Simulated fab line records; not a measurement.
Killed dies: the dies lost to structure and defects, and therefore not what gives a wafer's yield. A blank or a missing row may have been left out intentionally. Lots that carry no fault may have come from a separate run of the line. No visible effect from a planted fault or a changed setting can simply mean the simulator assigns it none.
fab line records ; flow n5_finfet ; part 2 of 2: steps 19 to 29 of 29
record: lots: 5; wafers: 15; last_day: 16
route steps=1938 shown BEOL_M9@1430
lots that met no fault: taken from a fault-free run of the same line
start_h: hours from the record's first day to the start of the lot's first wafer shown ; wait_h: hours from the lot's prior step to this one ; " the same as in the row above ; L1.1+2: a single row standing in for several wafers ; - no value, or no start was given ; * or withheld: withheld ; < > ~ a bound
route shown NAME@n: a module of which the file shows steps, and the number in the route of the first ; usual: average and standard deviation across the fault-free wafers ; same: alike in all rows ; chamber/n: place in a boat ; sites: each site's reading ; _std_site: their standard deviation ; _edge_site: the outer-site mean with the inner-site mean subtracted ; radius_mm: how far each site lies from the wafer's centre ; mask NAME#n: copy n ; behind: the last tool/chamber to shape the wafer ; hold: reason for holding the lot/hours on hold/outcome of the hold ; device: which transistor (n, p or np) failed to switch ; end of line: the route-end tests of the same wafers ; for a step that has no rows: nothing shown but its recipe ; killed: not the wafer's yield, but the dies lost to structure and defects at the first sort ; map: shows each die of a wafer: x if killed, . if not, _ if none is there
set.NAME: the setting as run; set.NAME@STEP: as run at that earlier step ; model.NAME: the simulator's own value behind a step, which no gauge read
a table for each step, a row for each wafer; lots at some steps of the route
services: from which hour (start_h, from the record's first day; less than 0 if before it) a tool's chamber was out of use, for how many hours, and why
== steps ==
step: N5_BEOL_M9_STRIP_80
recipe: chemistry: N2/H2; time_s: 10; power_w: 450; temp_c: 40; pressure_mtorr: 20; rf_frequency_hz: 6e+07; bias_power_w: 7; n2_flow_sccm: 200; h2_flow_sccm: 200
usual: drypump_motor_current_A: 5.8/0.39; oes_product_au: 0.74/0.056; rf_vpp_V: 59.2/0.85; showerhead_plenum_p_Torr: 2.56/0.07; throttle_valve_pct: 23.76/0.21
lot.wafer;tool;chamber;start_h;wait_h;drypump_motor_current_A;oes_product_au;rf_hours_counter_h;rf_vpp_V;showerhead_plenum_p_Torr;throttle_valve_pct
L080.2;rie_diel-05;0;-;-;5.2;0.78;105;59.6;2.56;24.23
L080.5;rie_diel-05;0;-;-;5.2;0.78;-;59.5;2.56;24.24
L080.6;rie_diel-05;1;-;-;5.8;0.72;-;59.9;2.63;23.68
L082.2;rie_diel-04;1;-;-;6.2;0.74;170;59.8;2.53;23.94
L082.5;rie_diel-04;0;-;-;5.4;0.83;-;59.3;2.68;23.50
L082.6;rie_diel-04;1;-;-;6.2;0.75;-;59.6;2.53;23.95
L085.1;rie_diel-05;3;-;-;5.7;0.81;89;60.6;2.68;23.77
L085.2;rie_diel-05;1;-;-;5.9;0.70;204;59.1;2.62;23.70
L085.5;rie_diel-05;2;-;-;5.7;0.70;-;58.1;2.60;23.89
L087.1;rie_diel-03;1;-;-;6.0;0.83;69;59.4;2.47;23.83
L087.2;rie_diel-03;2;-;-;5.5;0.71;215;60.3;2.51;23.53
L087.4;rie_diel-03;3;-;-;5.6;0.68;244;57.4;2.50;23.69
L092.3;rie_diel-03;3;-;-;5.6;0.68;248;58.8;2.50;23.69
L092.4;rie_diel-03;0;-;-;6.4;0.70;245;60.4;2.49;23.63
L092.5;rie_diel-03;3;-;-;5.6;0.68;-;59.7;2.50;23.69
step: N5_BEOL_M9_OCD_MEAS_38
usual: trench_depth_nm: 150.8/2.4
lot.wafer;tool;chamber;start_h;wait_h;trench_depth_nm
L080.2;ocd-02;-;242.19;-;150.4
L080.5;ocd-02;-;242.19;-;149.6
L080.6;ocd-02;-;242.19;-;149.8
L082.2;ocd-02;-;266.40;-;150.0
L082.5;ocd-02;-;266.40;-;151.9
L082.6;ocd-02;-;266.40;-;150.5
L085.1;ocd-02;-;307.75;-;153.2
L085.2;ocd-02;-;307.75;-;150.0
L085.5;ocd-02;-;307.75;-;149.2
L087.1;ocd-01;-;308.08;-;153.0
L087.2;ocd-01;-;308.08;-;152.7
L087.4;ocd-01;-;308.08;-;151.5
L092.3;ocd-02;-;324.91;-;151.1
L092.4;ocd-02;-;324.91;-;150.5
L092.5;ocd-02;-;324.91;-;152.3
step: N5_BEOL_M9_HM_STRIP_39
recipe: chemistry: peroxide_tin_strip; material: TiN; target_depth_a: 250; temp_c: 50; time_s: 158
usual: bath_guard_temp_C: 49.9/0.47
lot.wafer;tool;chamber;start_h;wait_h;bath_guard_temp_C
L080.2;wet_bench-02;5;242.23;0.0;49.9
L080.5;wet_bench-02;1;242.23;0.0;49.9
L080.6;wet_bench-02;6;242.23;0.0;50.4
L082.2;wet_bench-01;0;266.43;0.0;49.9
L082.5;wet_bench-01;6;266.43;0.0;49.4
L082.6;wet_bench-01;5;266.43;0.0;50.3
L085.1;wet_bench-02;3;307.78;0.0;49.5
L085.2;wet_bench-02;1;307.78;0.0;49.5
L085.5;wet_bench-02;6;307.78;0.0;50.2
L087.1;wet_bench-01;0;308.11;0.0;49.8
L087.2;wet_bench-01;2;308.11;0.0;50.0
L087.4;wet_bench-01;5;308.11;0.0;49.9
L092.3;wet_bench-06;1;324.94;0.0;49.9
L092.4;wet_bench-06;0;324.94;0.0;50.1
L092.5;wet_bench-06;2;324.94;0.0;49.9
step: N5_BEOL_M9_SRD_40
recipe: time_s: 30; temp_c: 23; rinse_liquid: diw; dry: ipa_marangoni
lot.wafer;tool;chamber;start_h;wait_h
L080.2+5+6;wet_bench-02;5,1,6;242.27;0.0
L082.2+5+6;wet_bench-01;0,6,5;266.47;0.0
L085.1+2+5;wet_bench-02;3,1,6;307.83;0.0
L087.1+2+4;wet_bench-01;0,2,5;308.16;0.0
L092.3+4+5;wet_bench-06;1,0,2;324.99;0.0
step: N5_BEOL_M9_PRECLEAN_42
recipe: chemistry: residue_remover; time_s: 60; temp_c: 40
usual: bath_guard_temp_C: 39.9/0.46
lot.wafer;tool;chamber;start_h;wait_h;bath_guard_temp_C
L080.2;wet_bench-02;5;242.29;0.0;40.2
L080.5;wet_bench-02;1;242.29;0.0;39.8
L080.6;wet_bench-02;6;242.29;0.0;40.2
L082.2;wet_bench-01;0;266.49;0.0;40.1
L082.5;wet_bench-01;6;266.49;0.0;39.2
L082.6;wet_bench-01;5;266.49;0.0;40.1
L085.1;wet_bench-02;3;307.85;0.0;39.9
L085.2;wet_bench-02;1;307.85;0.0;39.9
L085.5;wet_bench-02;6;307.85;0.0;40.1
L087.1;wet_bench-01;0;308.18;0.0;40.3
L087.2;wet_bench-01;2;308.18;0.0;40.1
L087.4;wet_bench-01;5;308.18;0.0;40.4
L092.3;wet_bench-06;1;325.01;0.0;39.8
L092.4;wet_bench-06;0;325.01;0.0;39.8
L092.5;wet_bench-06;2;325.01;0.0;39.8
step: N5_BEOL_M9_SRD_43
recipe: time_s: 30; temp_c: 23; rinse_liquid: diw; dry: ipa_marangoni
lot.wafer;tool;chamber;start_h;wait_h
L080.2+5+6;wet_bench-02;5,1,6;242.31;0.0
L082.2+5+6;wet_bench-01;0,6,5;266.51;0.0
L085.1+2+5;wet_bench-02;3,1,6;307.86;0.0
L087.1+2+4;wet_bench-01;0,2,5;308.19;0.0
L092.3+4+5;wet_bench-06;1,0,2;325.02;0.0
step: N5_BEOL_M9_CD_MEAS_35
recipe: target_cd_nm: 70; target_cd_y_nm: 40; polarity: opening
usual: cd_nm: 69.8/0.47
lot.wafer;tool;chamber;start_h;wait_h;cd_nm
L080.2;cd_sem-03;-;242.35;0.0;69.9
L080.5;cd_sem-03;-;242.35;0.0;69.7
L080.6;cd_sem-03;-;242.35;0.0;70.1
L082.2;cd_sem-02;-;266.55;0.0;69.5
L082.5;cd_sem-02;-;266.55;0.0;69.6
L082.6;cd_sem-02;-;266.55;0.0;69.6
L085.1;cd_sem-03;-;307.90;0.0;68.8
L085.2;cd_sem-03;-;307.90;0.0;70.0
L085.5;cd_sem-03;-;307.90;0.0;69.5
L087.1;cd_sem-03;-;308.24;0.0;69.8
L087.2;cd_sem-03;-;308.24;0.0;69.1
L087.4;cd_sem-03;-;308.24;0.0;69.5
L092.3;cd_sem-01;-;325.07;0.0;69.9
L092.4;cd_sem-01;-;325.07;0.0;69.0
L092.5;cd_sem-01;-;325.07;0.0;69.8
step: N5_BEOL_M9_CURE_72
recipe: temp_c: 370; time_s: 120; ambient: DMADMS/He; material: SiCOH_lowk
usual: lamp_power_pct: 52.32/0.057; wafer_temp_C_max: 372.3/0.75
lot.wafer;tool;chamber;start_h;wait_h;lamp_power_pct;wafer_temp_C_max
L080.2;uv_cure-02;0;242.44;0.1;52.31;372.1
L080.5;uv_cure-02;0;242.44;0.1;52.33;372.2
L080.6;uv_cure-02;0;242.44;0.1;52.36;371.8
L082.2;uv_cure-02;2;266.78;0.2;52.40;371.3
L082.5;uv_cure-02;2;266.78;0.2;52.35;371.2
L082.6;uv_cure-02;2;266.78;0.2;52.30;371.4
L085.1;uv_cure-01;2;307.95;0.0;52.30;374.4
L085.2;uv_cure-01;2;307.95;0.0;52.34;372.4
L085.5;uv_cure-01;2;307.95;0.0;52.39;372.2
L087.1;uv_cure-03;1;308.28;0.0;52.29;372.8
L087.2;uv_cure-03;1;308.28;0.0;52.33;372.5
L087.4;uv_cure-03;1;308.28;0.0;52.40;372.3
L092.3;uv_cure-01;1;325.21;0.1;52.37;370.9
L092.4;uv_cure-01;1;325.21;0.1;52.28;371.1
L092.5;uv_cure-01;1;325.21;0.1;52.28;371.3
step: N5_BEOL_M9_DEGAS_44
recipe: ambient: vacuum; temp_c: 250; time_s: 60
usual: heater_power_w: 334/35
lot.wafer;tool;chamber;start_h;wait_h;heater_power_w
L080.2;pvd_sputter-03;-;242.71;0.2;358
L080.5;pvd_sputter-03;-;242.71;0.2;376
L080.6;pvd_sputter-03;-;242.71;0.2;365
L082.2;pvd_sputter-03;-;267.11;0.3;364
L082.5;pvd_sputter-03;-;267.11;0.3;356
L082.6;pvd_sputter-03;-;267.11;0.3;279
L085.1;pvd_sputter-01;-;308.72;0.7;309
L085.2;pvd_sputter-01;-;308.72;0.7;280
L085.5;pvd_sputter-01;-;308.72;0.7;287
L087.1;pvd_sputter-01;-;308.88;0.5;310
L087.2;pvd_sputter-01;-;308.88;0.5;278
L087.4;pvd_sputter-01;-;308.88;0.5;314
L092.3;pvd_sputter-02;-;325.70;0.4;354
L092.4;pvd_sputter-02;-;325.70;0.4;347
L092.5;pvd_sputter-02;-;325.70;0.4;350
step: N5_BEOL_M9_PRE_CLEAN_45
recipe: gas: H2/He; time_s: 30; temp_c: 250
usual: heater_power_w: 335/34
lot.wafer;tool;chamber;start_h;wait_h;heater_power_w
L080.2;pvd_sputter-03;-;242.75;0.0;360
L080.5;pvd_sputter-03;-;242.75;0.0;385
L080.6;pvd_sputter-03;-;242.75;0.0;369
L082.2;pvd_sputter-03;-;267.15;0.0;359
L082.5;pvd_sputter-03;-;267.15;0.0;347
L082.6;pvd_sputter-03;-;267.15;0.0;277
L085.1;pvd_sputter-01;-;308.76;0.0;304
L085.2;pvd_sputter-01;-;308.76;0.0;281
L085.5;pvd_sputter-01;-;308.76;0.0;286
L087.1;pvd_sputter-01;-;308.92;0.0;308
L087.2;pvd_sputter-01;-;308.92;0.0;284
L087.4;pvd_sputter-01;-;308.92;0.0;313
L092.3;pvd_sputter-02;-;325.74;0.0;349
L092.4;pvd_sputter-02;-;325.74;0.0;348
L092.5;pvd_sputter-02;-;325.74;0.0;353
step: N5_BEOL_M9_ALD_74
recipe: material: TaN; target_thk_a: 20; temp_c: 275; ald_precursor_family: PDMAT; ald_co_reactant: NH3; pressure_torr: 3; carrier_flow_sccm: 1500; pulse_time_s: 2; purge_time_s: 3; co_reactant_purge_time_s: 2; co_reactant_pulse_time_s: 3; ald_cycles: 40; precursor_vessel_temp_c: 75; precursor_vessel_pressure_torr: 26.25; precursor_vessel_carrier_sccm: 1000
usual: heater_power_w: 435/54
lot.wafer;tool;chamber;start_h;wait_h;heater_power_w
L080.2;ald_metal-02;1;242.89;0.1;412
L080.5;ald_metal-02;3;242.89;0.1;563
L080.6;ald_metal-02;1;242.89;0.1;412
L082.2;ald_metal-03;1;267.21;0.0;387
L082.5;ald_metal-03;0;267.21;0.0;514
L082.6;ald_metal-03;3;267.21;0.0;466
L085.1;ald_metal-04;0;308.84;0.1;408
L085.2;ald_metal-04;2;308.84;0.1;360
L085.5;ald_metal-04;1;308.84;0.1;394
L087.1;ald_metal-02;1;308.98;0.0;408
L087.2;ald_metal-02;0;308.98;0.0;482
L087.4;ald_metal-02;3;308.98;0.0;573
L092.3;ald_metal-04;2;325.82;0.1;352
L092.4;ald_metal-04;0;325.82;0.1;411
L092.5;ald_metal-04;3;325.82;0.1;415
== services ==
tool;chamber;start_h;hours;kind
uv_cure-02;-;219.28;0.4;repair
euv_scanner-02;-;219.86;1.0;pm
uv_cure-03;-;223.90;1.0;pm
uv_cure-03;-;224.90;14.6;pm
euv_scanner-02;-;227.46;5.8;pm
uv_cure-02;-;229.93;6.0;pm
ald_metal-04;0;231.02;17.6;repair
rie_diel-03;1;235.73;2.8;repair
euv_scanner-01;-;244.49;0.6;repair
wet_bench-01;-;246.55;9.4;repair
uv_cure-01;-;249.01;2.5;repair
euv_scanner-01;-;251.63;4.6;pm
ald_metal-04;3;252.16;58.9;repair
rie_diel-03;-;252.66;2.8;pm
ald_metal-04;2;260.18;11.0;repair
rie_diel-04;3;264.39;11.2;repair
uv_cure-01;-;266.11;6.0;pm
euv_scanner-02;-;276.01;1.0;pm
euv_scanner-02;-;282.00;4.4;repair
rie_diel-04;0;290.08;9.8;repair
ald_metal-04;-;307.22;0.6;repair
rie_diel-03;3;308.45;5.8;repair
wet_bench-06;-;310.01;1.1;repair
euv_scanner-02;-;325.49;0.1;repair
